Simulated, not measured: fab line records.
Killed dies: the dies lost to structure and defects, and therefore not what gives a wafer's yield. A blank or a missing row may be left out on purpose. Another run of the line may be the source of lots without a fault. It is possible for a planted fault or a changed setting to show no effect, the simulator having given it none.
Lot-split experiment | flow n5Finfet | 7 lots, 21 wafers read, on a route of 1938 steps

THE SPLIT ITSELF
At N5_MOL_CONTACT_COAG_CONTACT_ETCH_14 (etches SiO2 in C4F6/O2, target depth 27.5 nm, overetch 8.5 nm, time 20 s), the setting sourceW was moved away from the recipe's 370 W on 5 of the 21 wafers read, by -12.3% to +12.5%. This setting was run at the recipe's value on the other wafers.

Reading taken at the split's own step.

THE READING
rfVppV, in V, at N5_MOL_CONTACT_COAG_CONTACT_ETCH_14 (etches SiO2 in C4F6/O2, target depth 27.5 nm, overetch 8.5 nm, time 20 s). A value of 692 V with a standard deviation of 3.3 V is what fault-free wafers of this fab line usually give.

wafer  | tool, chamber at the split | sourceW as run, W | against the recipe | rfVppV, V | against lot-mates on the recipe
L074.1 | rieDiel-06, 1              | 390.8             | +5.6%              | 687       | -6
L074.3 | rieDiel-06, 3              | 390.8             | +5.6%              | 675       | -18
L074.6 | rieDiel-06, 1              | 370               | recipe             | 693       | -
L080.1 | rieDiel-02, 3              | 370               | recipe             | 689       | -
L080.2 | rieDiel-02, 1              | 370               | recipe             | 688       | -
L080.6 | rieDiel-02, 2              | 370               | recipe             | 687       | -
L087.2 | rieDiel-06, 2              | 370               | recipe             | 694       | -
L087.4 | rieDiel-06, 3              | 370               | recipe             | 691       | -
L087.5 | rieDiel-06, 0              | 370               | recipe             | 698       | -
L088.2 | rieDiel-06, 1              | 416.1             | +12.5%             | 674       | -18
L088.5 | rieDiel-06, 3              | 370               | recipe             | 690       | -
L088.6 | rieDiel-06, 2              | 370               | recipe             | 693       | -
L090.1 | rieDiel-02, 3              | 370               | recipe             | 687       | -
L090.3 | rieDiel-02, 1              | 370               | recipe             | 688       | -
L090.6 | rieDiel-02, 3              | 370               | recipe             | 687       | -
L093.1 | rieDiel-02, 0              | 370               | recipe             | 689       | -
L093.4 | rieDiel-02, 1              | 370               | recipe             | 687       | -
L093.6 | rieDiel-02, 2              | 370               | recipe             | 698       | -
L095.3 | rieDiel-01, 0              | 324.4             | -12.3%             | 726       | +36
L095.4 | rieDiel-01, 2              | 324.4             | -12.3%             | 718       | +28
L095.6 | rieDiel-01, 2              | 370               | recipe             | 690       | -

FIT RESULTS
A straight line over all 21 wafers: rfVppV changes by -2.08 V for each +1% of sourceW; r = -0.91; the points scatter about the line by 4.8 V.
The same after taking each lot's own level away (the mean of its wafers on the recipe; 21 wafers): -2.18 V for each +1%; r = -0.94; scatter 4.2 V.
According to that fit, moving sourceW by its largest amount changes the reading by 27 V.
The lots' own levels span 687.3 to 694.3 V, that is 2.1 times the standard deviation above.
The two slopes agree, so the slope changes little with the lot-to-lot level.
Check: with one of the wafers moved furthest among these (+12.5%) left out of the fit, the line predicts -30.9 V for it against its lot-mates. Against them it came out at -17.5 V.
Tool readings at the split's step, against how far the setting was moved: rfVppV r = -0.91.

ADDITIONAL SPLITS CARRIED BY THESE WAFERS
Before the reading, these wafers also passed through other splits. Each is held against what the fit with the lots' levels taken away leaves over:
other split on the same wafers       | wafers away from the commonest value | r with rfVppV (lot level and that fit taken away)
N5_SD_EPI_N_EPI_21 epiGrowthTimeS    | 7                                    | -0.11
N5_SDB_EXPOSE_08 doseMj              | 8                                    | +0.31
N5_HKMG_FIN_ETCH_54 sourceW          | 11                                   | -0.35
N5_HKMG_FIN_ETCH_55 timeS            | 8                                    | -0.06
N5_GATE_CUT_DESCUM_18 timeS          | 8                                    | +0.05
N5_MOL_CONTACT_COAG_EXPOSE_05 doseMj | 5                                    | -0.11

THE FILE'S OWN FIT
rfVppV changes by -1.99 V for each +1% of sourceW, r = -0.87.
